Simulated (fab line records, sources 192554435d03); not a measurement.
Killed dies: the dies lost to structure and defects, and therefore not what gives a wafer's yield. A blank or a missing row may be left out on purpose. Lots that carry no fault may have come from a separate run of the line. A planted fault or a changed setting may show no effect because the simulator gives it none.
fab line records || flow n5Finfet
record {"lots": 5, "wafers": 14, "lastDay": 17}
route steps=1938 shown BEOL_M12@1631
lots with no fault: from the same line, run without faults
startH: the number of hours between the record's first day and the start of the first shown wafer of the lot || waitH: hours elapsed since this lot's preceding step || " same as the row above || L1.1+2: several wafers, shown together as one row || - either no value or no given start || * or withheld: withheld || < > ~ a bound
route shown NAME@n: names a module that has steps shown in the file, with the first one's number in the route || usual: mean/standard deviation of fault-free wafers || same: alike in all rows || chamber/n: place in a boat || sites: readings site by site || _std_site: standard deviation across them || _edge_site: the outer-site mean with the inner-site mean subtracted || radiusMm: for every site, how far away it sits from the centre of the wafer || mask NAME#n: copy n || behind: the tool/chamber that last shaped the wafer || hold: what put the lot on hold/how long, in hours/how the hold closed || device: whichever transistor did not switch (one of n, p or np) || end of line: tests run on the same wafers once the route is complete || for a step that has no rows: nothing shown but its recipe || killed: dies that structure and defects cost at the first sort, which is not the same as the wafer's yield || map: per-die view of a wafer (x killed, . not killed, _ where there is no die)
set.NAME: the setting that was run; set.NAME@STEP: the one run at that earlier step || model.NAME: the simulator's own value behind a step, which no gauge read
lots at selected steps of the route; one table per step, one row per wafer
services: when a tool's chamber went out of use (startH, in hours from the record's first day, below 0 if earlier), for how many hours, and the reason
## steps
# step N5_BEOL_M12_HARDBAKE_32
# recipe {"tempC": 130, "timeS": 120}
# step N5_BEOL_M12_DESCUM_33
# recipe {"chemistry": "O2", "timeS": 7.9, "sourcePowerW": 50, "biasPowerW": 20, "pressureMtorr": 20, "rfFrequencyHz": 2.712e+07, "tempC": 40, "o2FlowSccm": 225}
# step N5_BEOL_M12_ETCH_67
# recipe {"chemistry": "CF4", "target": "SiARC", "targetDepthA": 1430, "timeS": 238.3, "ionEnergyEv": 80, "pressureMtorr": 40, "sourceW": 545, "biasW": 36, "Ar_flow_sccm": 100, "cf4FlowSccm": 100, "ends": "cleared"}
# step N5_BEOL_M12_ETCH_68
# recipe {"chemistry": "N2/H2", "target": "SOC", "maskMaterial": "SiARC", "sourceW": 3000, "biasW": 350, "tempC": 40, "timeS": 285, "ionEnergyEv": 200, "pressureMtorr": 30, "n2FlowSccm": 200, "h2FlowSccm": 200}
# step N5_BEOL_M12_STRIP_69
# recipe {"chemistry": "N2/H2", "tempC": 40, "n2FlowSccm": 200, "h2FlowSccm": 200, "rfFrequencyHz": 6e+07}
# step N5_BEOL_M12_TRENCH_ETCH_34
# recipe {"chemistry": "C4F8/O2/Ar", "target": "SiOC", "targetDepthA": 3189.5, "maskMaterial": "SOC", "pressureMtorr": 30, "sourceW": 3000, "biasW": 700, "Ar_flow_sccm": 400, "C4F8_flow_sccm": 15, "O2_flow_sccm": 8, "heInnerTorr": 15, "heOuterTorr": 30, "timeS": 125.5, "ionEnergyEv": 250}
# step N5_BEOL_M12_STRIP_70
# recipe {"chemistry": "C4F8/O2/Ar", "resist": "SiARC", "rfFrequencyHz": 6e+07}
# step N5_BEOL_M12_STRIP_37
# recipe {"chemistry": "N2/H2", "powerW": 1000, "tempC": 250, "h2Frac": 0.65, "overashFraction": 0.3, "pressureMtorr": "withheld", "n2FlowSccm": 1750, "h2FlowSccm": 3250}
# step N5_BEOL_M12_ETCH_38
# recipe {"chemistry": "CF4/N2", "target": "SiCN", "targetDepthA": 687, "taperDeg": 2, "timeS": 73.4, "ionEnergyEv": 150, "maskMaterial": "SiO2", "pressureMtorr": 40, "sourceW": 430, "biasW": 70, "Ar_flow_sccm": 100, "cf4FlowSccm": 60, "n2FlowSccm": 60}
# usual {"chamberPressureMTorr": "40.00/0.037", "drypumpMotorCurrentA": "5.6/0.58", "oesProductAu": "0.82/0.07", "rfVppV": "382.6/1.7", "showerheadPlenumPTorr": "2.22/0.067", "throttleValvePct": "15.36/0.17"}
{"lot.wafer": "L234.1", "tool": "rieDiel-02", "chamber": 1, "startH": 253.97, "waitH": "-", "chamberPressureMTorr": 39.98, "drypumpMotorCurrentA": 6.7, "oesProductAu": 0.88, "rfHoursCounterH": 42, "rfVppV": 381.1, "showerheadPlenumPTorr": 2.15, "throttleValvePct": 15.23, "model.etch.depthNm": 59.2, "model.SiOC_of_BEOL_M12_ILD_DEP_00.thkNm": 602.6}
{"lot.wafer": "L234.2", "tool": "rieDiel-02", "chamber": 3, "startH": 253.97, "waitH": "-", "chamberPressureMTorr": 40.04, "drypumpMotorCurrentA": 5.9, "oesProductAu": 0.87, "rfHoursCounterH": 59, "rfVppV": 384.4, "showerheadPlenumPTorr": 2.33, "throttleValvePct": 15.18, "model.etch.depthNm": 59.58, "model.SiOC_of_BEOL_M12_ILD_DEP_00.thkNm": 603}
{"lot.wafer": "L234.5", "tool": "rieDiel-02", "chamber": 2, "startH": 253.97, "waitH": "-", "chamberPressureMTorr": 40.04, "drypumpMotorCurrentA": 5.0, "oesProductAu": 0.78, "rfHoursCounterH": "-", "rfVppV": 383.0, "showerheadPlenumPTorr": 2.21, "throttleValvePct": 15.61, "model.etch.depthNm": 58.92, "model.SiOC_of_BEOL_M12_ILD_DEP_00.thkNm": 607.2}
{"lot.wafer": "L243.1", "tool": "rieDiel-02", "chamber": 1, "startH": 293.70, "waitH": "-", "chamberPressureMTorr": 40.01, "drypumpMotorCurrentA": 6.7, "oesProductAu": 0.88, "rfHoursCounterH": 57, "rfVppV": 381.6, "showerheadPlenumPTorr": 2.14, "throttleValvePct": 15.22, "model.etch.depthNm": 59.68, "model.SiOC_of_BEOL_M12_ILD_DEP_00.thkNm": 601.6}
{"lot.wafer": "L243.4", "tool": "rieDiel-02", "chamber": 0, "startH": 293.70, "waitH": "-", "chamberPressureMTorr": 39.97, "drypumpMotorCurrentA": 5.0, "oesProductAu": 1.06, "rfHoursCounterH": 32, "rfVppV": 386.4, "showerheadPlenumPTorr": 2.34, "throttleValvePct": 15.34, "model.etch.depthNm": 78.67, "model.SiOC_of_BEOL_M12_ILD_DEP_00.thkNm": 599}
{"lot.wafer": "L243.6", "tool": "rieDiel-02", "chamber": 2, "startH": 293.70, "waitH": "-", "chamberPressureMTorr": 39.98, "drypumpMotorCurrentA": 4.9, "oesProductAu": 0.76, "rfHoursCounterH": "-", "rfVppV": 383.0, "showerheadPlenumPTorr": 2.21, "throttleValvePct": 15.64, "model.etch.depthNm": 59.33, "model.SiOC_of_BEOL_M12_ILD_DEP_00.thkNm": 604}
{"lot.wafer": "L244.1", "tool": "rieDiel-02", "chamber": 1, "startH": 312.18, "waitH": "-", "chamberPressureMTorr": 39.99, "drypumpMotorCurrentA": 6.7, "oesProductAu": 0.87, "rfHoursCounterH": 64, "rfVppV": 381.0, "showerheadPlenumPTorr": 2.14, "throttleValvePct": 15.26, "model.etch.depthNm": 59.14, "model.SiOC_of_BEOL_M12_ILD_DEP_00.thkNm": 605.4}
{"lot.wafer": "L244.4", "tool": "rieDiel-02", "chamber": 3, "startH": 312.18, "waitH": "-", "chamberPressureMTorr": 39.98, "drypumpMotorCurrentA": 5.9, "oesProductAu": 1.02, "rfHoursCounterH": 81, "rfVppV": 385.7, "showerheadPlenumPTorr": 2.32, "throttleValvePct": 15.22, "model.etch.depthNm": 79.6, "model.SiOC_of_BEOL_M12_ILD_DEP_00.thkNm": 602}
{"lot.wafer": "L244.5", "tool": "rieDiel-02", "chamber": 0, "startH": 312.18, "waitH": "-", "chamberPressureMTorr": 40.02, "drypumpMotorCurrentA": 5.0, "oesProductAu": 1.03, "rfHoursCounterH": "-", "rfVppV": 385.6, "showerheadPlenumPTorr": 2.34, "throttleValvePct": 15.34, "model.etch.depthNm": 77.5, "model.SiOC_of_BEOL_M12_ILD_DEP_00.thkNm": 597.6}
{"lot.wafer": "L246.1", "tool": "rieDiel-02", "chamber": 2, "startH": 322.13, "waitH": "-", "chamberPressureMTorr": 39.95, "drypumpMotorCurrentA": 4.9, "oesProductAu": 0.76, "rfHoursCounterH": 146, "rfVppV": 381.6, "showerheadPlenumPTorr": 2.20, "throttleValvePct": 15.65, "model.etch.depthNm": 59.15, "model.SiOC_of_BEOL_M12_ILD_DEP_00.thkNm": 603.8}
{"lot.wafer": "L246.4", "tool": "rieDiel-02", "chamber": 0, "startH": 322.13, "waitH": "-", "chamberPressureMTorr": 39.99, "drypumpMotorCurrentA": 5.0, "oesProductAu": 1.05, "rfHoursCounterH": 42, "rfVppV": 384.9, "showerheadPlenumPTorr": 2.34, "throttleValvePct": 15.36, "model.etch.depthNm": 78.88, "model.SiOC_of_BEOL_M12_ILD_DEP_00.thkNm": 597}
{"lot.wafer": "L253.1", "tool": "rieDiel-04", "chamber": 0, "startH": 363.29, "waitH": "-", "chamberPressureMTorr": 39.92, "drypumpMotorCurrentA": 6.2, "oesProductAu": 0.75, "rfHoursCounterH": 130, "rfVppV": 381.0, "showerheadPlenumPTorr": 2.22, "throttleValvePct": 15.11, "model.etch.depthNm": 57.86, "model.SiOC_of_BEOL_M12_ILD_DEP_00.thkNm": 611.8}
{"lot.wafer": "L253.3", "tool": "rieDiel-04", "chamber": 3, "startH": 363.29, "waitH": "-", "chamberPressureMTorr": 39.98, "drypumpMotorCurrentA": 5.5, "oesProductAu": 0.72, "rfHoursCounterH": 187, "rfVppV": 381.6, "showerheadPlenumPTorr": 2.19, "throttleValvePct": 15.57, "model.etch.depthNm": 57.97, "model.SiOC_of_BEOL_M12_ILD_DEP_00.thkNm": 613.8}
{"lot.wafer": "L253.6", "tool": "rieDiel-04", "chamber": 2, "startH": 363.29, "waitH": "-", "chamberPressureMTorr": 40.00, "drypumpMotorCurrentA": 5.1, "oesProductAu": 0.82, "rfHoursCounterH": "-", "rfVppV": 382.8, "showerheadPlenumPTorr": 2.22, "throttleValvePct": 15.27, "model.etch.depthNm": 59.92, "model.SiOC_of_BEOL_M12_ILD_DEP_00.thkNm": 622}
# step N5_BEOL_M12_PRECLEAN_39
# recipe {"chemistry": "residueRemover", "timeS": 60, "tempC": 40}
# step N5_BEOL_M12_SRD_40
# recipe {"timeS": 30, "tempC": 23, "rinseLiquid": "diw", "dry": "n2Spin", "spinRpm": 1500, "dryTimeS": 30}
# step N5_BEOL_M12_DEGAS_41
# recipe {"ambient": "vacuum", "tempC": 250, "timeS": 60}
# step N5_BEOL_M12_PRE_CLEAN_42
# recipe {"gas": "H2/He", "timeS": 30, "tempC": 250}
# step N5_BEOL_M12_SPUTTER_43
# recipe {"material": "TaN", "targetThkA": 150, "tempC": 50, "biasV": 168.6, "powerW": 15000, "chamberPressurePa": 0.12, "timeS": 24.19}
# step N5_BEOL_M12_SPUTTER_44
# recipe {"material": "Ta", "targetThkA": 100, "tempC": 50, "biasV": 80, "powerW": 15000, "chamberPressurePa": 0.07, "timeS": 16.13}
# step N5_BEOL_M12_SPUTTER_45
# recipe {"material": "Cu", "targetThkA": 800, "tempC": -20, "biasV": 60, "powerW": 26000, "chamberPressurePa": 0.13, "timeS": 13.33}
# step N5_BEOL_M12_ECD_47
# recipe {"material": "Cu", "targetThkA": 7200}
# step N5_BEOL_M12_ANNEAL_48
# recipe {"tempC": 225, "timeS": 90, "ambient": "N2"}
# step N5_BEOL_M12_CMP_49
# recipe {"stopOn": "SiOC", "tOverpolishS": 20.6, "downForcePsi": 1, "platenRpm": 50, "clearingPlatenDownForcePsi": 1.5, "clearingPlatenRpm": 50, "postCmpClean": "cuAlkaline", "targetThkNm": 320, "clearingPlatenPadVelocityMS": 0.99484, "padVelocityMS": 0.99484}
# usual {"barrierFieldEndpointS": "30.4/0.55", "motorCurrentA": "6.4/0.66", "overpolishRunS": "20.600/0.0085", "padLifeWafers": "958/540", "retainingRingPressureFrac": "1.000/0.0046", "slurryFlowMlMin": "150.0/0.53"}
# same {"tOverpolishS": 20.6}
{"lot.wafer": "L234.2", "tool": "cmp-01", "chamber": 3, "startH": 255.45, "waitH": 0.3, "barrierFieldEndpointS": 30.9, "motorCurrentA": 6.3, "overpolishRunS": 20.605, "padLifeWafers": 1016, "retainingRingPressureFrac": 1.004, "slurryFlowMlMin": 150.4, "model.SiOC_of_BEOL_M12_ILD_DEP_00.thkNm": 593}
{"lot.wafer": "L234.1", "tool": "cmp-01", "chamber": 0, "startH": 255.45, "waitH": 0.3, "barrierFieldEndpointS": 30.7, "motorCurrentA": 6.0, "overpolishRunS": 20.602, "padLifeWafers": 1017, "retainingRingPressureFrac": 1.009, "slurryFlowMlMin": 149.9, "model.SiOC_of_BEOL_M12_ILD_DEP_00.thkNm": 592.6}
{"lot.wafer": "L234.5", "tool": "cmp-01", "chamber": 2, "startH": 255.45, "waitH": 0.3, "barrierFieldEndpointS": 31.3, "motorCurrentA": 5.5, "overpolishRunS": 20.597, "padLifeWafers": "-", "retainingRingPressureFrac": 1.008, "slurryFlowMlMin": 150.0, "model.SiOC_of_BEOL_M12_ILD_DEP_00.thkNm": 597.2}
{"lot.wafer": "L243.4", "tool": "cmp-01", "chamber": 3, "startH": 295.18, "waitH": 0.1, "barrierFieldEndpointS": 29.6, "motorCurrentA": 5.9, "overpolishRunS": 20.593, "padLifeWafers": 1362, "retainingRingPressureFrac": 0.998, "slurryFlowMlMin": 150.1, "model.SiOC_of_BEOL_M12_ILD_DEP_00.thkNm": 589}
{"lot.wafer": "L243.1", "tool": "cmp-01", "chamber": 2, "startH": 295.18, "waitH": 0.1, "barrierFieldEndpointS": 29.5, "motorCurrentA": 5.4, "overpolishRunS": 20.597, "padLifeWafers": 1365, "retainingRingPressureFrac": 0.995, "slurryFlowMlMin": 150.3, "model.SiOC_of_BEOL_M12_ILD_DEP_00.thkNm": 591.6}
{"lot.wafer": "L243.6", "tool": "cmp-01", "chamber": 0, "startH": 295.18, "waitH": 0.1, "barrierFieldEndpointS": 30.1, "motorCurrentA": 5.8, "overpolishRunS": 20.603, "padLifeWafers": "-", "retainingRingPressureFrac": 1.002, "slurryFlowMlMin": 149.2, "model.SiOC_of_BEOL_M12_ILD_DEP_00.thkNm": 594}
{"lot.wafer": "L244.1", "tool": "cmp-02", "chamber": 0, "startH": 314.00, "waitH": 0.5, "barrierFieldEndpointS": 30.3, "motorCurrentA": 7.1, "overpolishRunS": 20.594, "padLifeWafers": 648, "retainingRingPressureFrac": 1.002, "slurryFlowMlMin": 150.7, "model.SiOC_of_BEOL_M12_ILD_DEP_00.thkNm": 595.4}
{"lot.wafer": "L244.4", "tool": "cmp-02", "chamber": 1, "startH": 314.00, "waitH": 0.5, "barrierFieldEndpointS": 30.0, "motorCurrentA": 6.5, "overpolishRunS": 20.605, "padLifeWafers": 649, "retainingRingPressureFrac": 1.010, "slurryFlowMlMin": 150.5, "model.SiOC_of_BEOL_M12_ILD_DEP_00.thkNm": 592}
{"lot.wafer": "L244.5", "tool": "cmp-02", "chamber": 0, "startH": 314.00, "waitH": 0.5, "barrierFieldEndpointS": 31.1, "motorCurrentA": 7.1, "overpolishRunS": 20.597, "padLifeWafers": "-", "retainingRingPressureFrac": 0.998, "slurryFlowMlMin": 150.5, "model.SiOC_of_BEOL_M12_ILD_DEP_00.thkNm": 587.6}
{"lot.wafer": "L246.4", "tool": "cmp-01", "chamber": 3, "startH": 323.41, "waitH": 0.2, "barrierFieldEndpointS": 30.3, "motorCurrentA": 5.9, "overpolishRunS": 20.614, "padLifeWafers": 1604, "retainingRingPressureFrac": 1.004, "slurryFlowMlMin": 150.4, "model.SiOC_of_BEOL_M12_ILD_DEP_00.thkNm": 587}
{"lot.wafer": "L246.1", "tool": "cmp-01", "chamber": 0, "startH": 323.41, "waitH": 0.2, "barrierFieldEndpointS": 30.4, "motorCurrentA": 5.5, "overpolishRunS": 20.595, "padLifeWafers": 1605, "retainingRingPressureFrac": 0.997, "slurryFlowMlMin": 149.3, "model.SiOC_of_BEOL_M12_ILD_DEP_00.thkNm": 593.8}
{"lot.wafer": "L253.1", "tool": "cmp-01", "chamber": 2, "startH": 365.41, "waitH": 0.3, "barrierFieldEndpointS": 29.8, "motorCurrentA": 5.7, "overpolishRunS": 20.611, "padLifeWafers": 1920, "retainingRingPressureFrac": 1.001, "slurryFlowMlMin": 150.4, "model.SiOC_of_BEOL_M12_ILD_DEP_00.thkNm": 601.8}
{"lot.wafer": "L253.3", "tool": "cmp-01", "chamber": 0, "startH": 365.41, "waitH": 0.3, "barrierFieldEndpointS": 29.5, "motorCurrentA": 5.7, "overpolishRunS": 20.611, "padLifeWafers": 1922, "retainingRingPressureFrac": 0.992, "slurryFlowMlMin": 150.1, "model.SiOC_of_BEOL_M12_ILD_DEP_00.thkNm": 603.8}
{"lot.wafer": "L253.6", "tool": "cmp-01", "chamber": 2, "startH": 365.41, "waitH": 0.3, "barrierFieldEndpointS": 29.7, "motorCurrentA": 5.3, "overpolishRunS": 20.601, "padLifeWafers": "-", "retainingRingPressureFrac": 1.003, "slurryFlowMlMin": 150.6, "model.SiOC_of_BEOL_M12_ILD_DEP_00.thkNm": 612}
## services
{"tool": "cmp-02", "chamber": "-", "startH": 230.81, "hours": "-", "kind": "consumableReplace:conditioner"}
{"tool": "cmp-02", "chamber": "-", "startH": 230.81, "hours": "-", "kind": "consumableReplace:pad"}
{"tool": "cmp-02", "chamber": "-", "startH": 232.15, "hours": 6.3, "kind": "pm"}
{"tool": "cmp-02", "chamber": "-", "startH": 253.63, "hours": 2.3, "kind": "repair"}
{"tool": "rieDiel-04", "chamber": 1, "startH": 283.96, "hours": 9.8, "kind": "repair"}
{"tool": "rieDiel-04", "chamber": 2, "startH": 306.92, "hours": 9.3, "kind": "repair"}
{"tool": "rieDiel-04", "chamber": 1, "startH": 322.19, "hours": "-", "kind": "clean"}
{"tool": "rieDiel-04", "chamber": 1, "startH": 322.19, "hours": "-", "kind": "consumableReplace:focusRing"}
{"tool": "rieDiel-04", "chamber": 1, "startH": 322.19, "hours": 16.8, "kind": "scheduledDown"}
{"tool": "rieDiel-04", "chamber": 1, "startH": 322.19, "hours": 16.8, "kind": "ventCycle"}
{"tool": "cmp-01", "chamber": "-", "startH": 326.51, "hours": 0.5, "kind": "repair"}
{"tool": "cmp-02", "chamber": "-", "startH": 328.09, "hours": 3.5, "kind": "repair"}
{"tool": "cmp-02", "chamber": "-", "startH": 341.77, "hours": 0.2, "kind": "repair"}
{"tool": "cmp-01", "chamber": "-", "startH": 349.86, "hours": 1.8, "kind": "repair"}
{"tool": "cmp-01", "chamber": "-", "startH": 352.65, "hours": 1.2, "kind": "repair"}
{"tool": "rieDiel-02", "chamber": 0, "startH": 360.62, "hours": 1.7, "kind": "repair"}
## key
firstSign {"step": "N5_BEOL_M12_ETCH_38", "reading": "oesProductAu", "direction": "up", "sigmas": 3.2, "usual": 0.82, "struck": 1.04}
effect none on later readings
modelEffect {"step": "N5_BEOL_M12_ETCH_38", "value": "etch.depthNm", "without": 58.33, "struck": 78.66}
modelEffect {"step": "N5_BEOL_M12_CMP_49", "value": "SiOC_of_BEOL_M12_ILD_DEP_00.thkNm", "without": 605.8, "struck": 588.9}
metAt N5_BEOL_M12_ETCH_38
struckWafers L243.4,L244.4,L244.5,L246.4
onsetBetween 253.97 293.70
fault {"kind": "processParameterDrift", "tool": "rieDiel-02", "chamber": "-", "onsetH": 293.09, "steps": "N5_BEOL_M12_ETCH_38", "channel": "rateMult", "offset": 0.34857, "shape": "step", "endH": 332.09, "scope": "struckWafersOnly"}
